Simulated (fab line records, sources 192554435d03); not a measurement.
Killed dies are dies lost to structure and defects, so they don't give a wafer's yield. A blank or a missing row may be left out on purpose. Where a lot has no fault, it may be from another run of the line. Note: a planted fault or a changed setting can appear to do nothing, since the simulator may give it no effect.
Comparing a struck lot with a sound one / flow n5-finfet / 16 steps out of a route of 1938
Sound: these wafers, L159.1, L159.5, L159.6. Struck: wafers L158.2, L158.4, L158.6. The cause is named last.
Each step with rows lists, per side, the tool, then ch with its chambers, then its first start. Under that, the readings that differ: sound wafers / struck wafers / difference of the means / sigmas: that difference in standard deviations of wafers without a fault.
alike: readings with means less than 2 such deviations apart, plus words and numbers identical on both sides. not compared: withheld readings, readings lacking a value on some wafer, bounds such as >300 that could conceal the same value, and numbers that have no deviation in the record and whose values overlap.
A row with sigmas, a row that says differs or no value, or rows on one side alone: a step with any of these is where the two part. Non-overlapping numbers with no deviation appear without sigmas and do not part them. A reading missing from all wafers of one side parts the sides only when that side holds two or more wafers.

first, 5 steps without rows for these wafers: N5_PMOS_HMC_CHANNEL_EPI_EBR_05; N5_PMOS_HMC_CHANNEL_EPI_SOFTBAKE_04 (time 60 s); N5_PMOS_HMC_CHANNEL_EPI_EXPOSE_06 (exposes mask PMOS HMC BLK, target cd 240 nm); N5_PMOS_HMC_CHANNEL_EPI_PEB_07 (peb time 60 s); N5_PMOS_HMC_CHANNEL_EPI_DEVELOP_08 (develop time 30 s).
N5_PMOS_HMC_CHANNEL_EPI_CD_MEAS_09: target cd 237.4 nm.
  sound on cd-sem-02 ch 0, day 5 23:01; struck on cd-sem-01 ch 0, day 5 17:17
  alike: cd-nm
N5_PMOS_HMC_CHANNEL_EPI_OVL_MEAS_10:
  sound on overlay-01 ch 0, day 5 23:03; struck on overlay-01 ch 0, day 5 17:19
  alike: PMOS_HMC_BLK_OVL
N5_PMOS_HMC_CHANNEL_EPI_INSPECT_11: inspects for defects (macro).
  sound on defect-inspect-02, day 5 23:04; struck on defect-inspect-01, day 5 17:20
  alike: raw-defect-count
N5_PMOS_HMC_CHANNEL_EPI_DESCUM_14: chemistry O2, time 7.9 s.
  sound on rie-diel-02 ch 0,3, day 5 23:23; struck on rie-diel-02 ch 0,1,3, day 5 17:23
  alike: bias-power-w, drypump-motor-current-A, oes-product-au, rf-vpp-V, showerhead-plenum-p-Torr, throttle-valve-pct
  not compared: rf-hours-counter-h
N5_PMOS_HMC_CHANNEL_EPI_ETCH_32: etches BARC in N2/H2, stops on SiO2, target depth 85.8 nm, time 50.3 s.
  sound on rie-diel-02 ch 0,3, day 5 23:26; struck on rie-diel-02 ch 0,1,3, day 5 17:25
  alike: drypump-motor-current-A, n2-flow-sccm, oes-product-au, rf-vpp-V, showerhead-plenum-p-Torr, throttle-valve-pct
  not compared: rf-hours-counter-h
N5_PMOS_HMC_CHANNEL_EPI_HM_OPEN_15: chemistry CHF3/O2, target SiO2, target depth 40.6 nm, time 20.3 s.
  sound on rie-diel-02 ch 0,3, day 5 23:29; struck on rie-diel-02 ch 0,1,3, day 5 17:27
  alike: drypump-motor-current-A, oes_ar_750_au, oes-product-au, rf-vpp-V, showerhead-plenum-p-Torr, throttle-valve-pct
  not compared: rf-hours-counter-h
N5_PMOS_HMC_CHANNEL_EPI_STRIP_33: strips in N2/H2.
  sound on rie-diel-02 ch 0,3, day 5 23:35; struck on rie-diel-02 ch 0,1,3, day 5 17:31
  alike: bias-power-w, chamber-pressure-mTorr, drypump-motor-current-A, n2-flow-sccm, oes-product-au, rf-vpp-V, showerhead-plenum-p-Torr, throttle-valve-pct
  not compared: rf-hours-counter-h
N5_PMOS_HMC_CHANNEL_EPI_STRIP_17: strips in SPM, time 750 s.
  sound on wet-bench-01 ch 0,2,4, day 5 23:40; struck on wet-bench-04 ch 0,5,6, day 5 17:35
  no value came back on the struck wafers for bath-guard-temp-C (C), bath-heat-duty-pct (%), time-s (s); on the sound wafers bath-guard-temp-C (C) reads 129.6 129.6 129.1
N5_PMOS_HMC_CHANNEL_EPI_ETCH_38: etches SiO2 in CF4, target depth 1.5 nm.
  sound on rie-si-05 ch 1,2,3, day 5 23:54; struck on rie-si-06 ch 0,3, day 5 17:49
  alike: cf4-flow-sccm, drypump-motor-current-A, oes-product-au, throttle-valve-pct
  not compared: rf-hours-counter-h
-- here the record skips 6 days between the struck wafers' starts before and after, leaving off in module PMOS_HMC_CHANNEL_EPI and picking up in module BEOL_M4 (first step shown: number 1111 of the route) --
N5_BEOL_M4_RC_MEAS_101:
  sound on prober-02 ch 0, day 12 12:56; struck on prober-02 ch 0, day 11 13:49
  alike: DIBL_N, DIBL_P, IOFF_N, IOFF_P, ION_N, ION_P, SS_N, SS_P, VT_N, VT_P
N5_PASSIVATION_PROBE_49:
  the record holds rows for the sound wafers here (prober-02, day 17 04:01) but none for the struck ones

WHERE THEY PART
First at N5_PMOS_HMC_CHANNEL_EPI_STRIP_17; last, within this record, at N5_PASSIVATION_PROBE_49.

WHY: whatever the simulator had introduced
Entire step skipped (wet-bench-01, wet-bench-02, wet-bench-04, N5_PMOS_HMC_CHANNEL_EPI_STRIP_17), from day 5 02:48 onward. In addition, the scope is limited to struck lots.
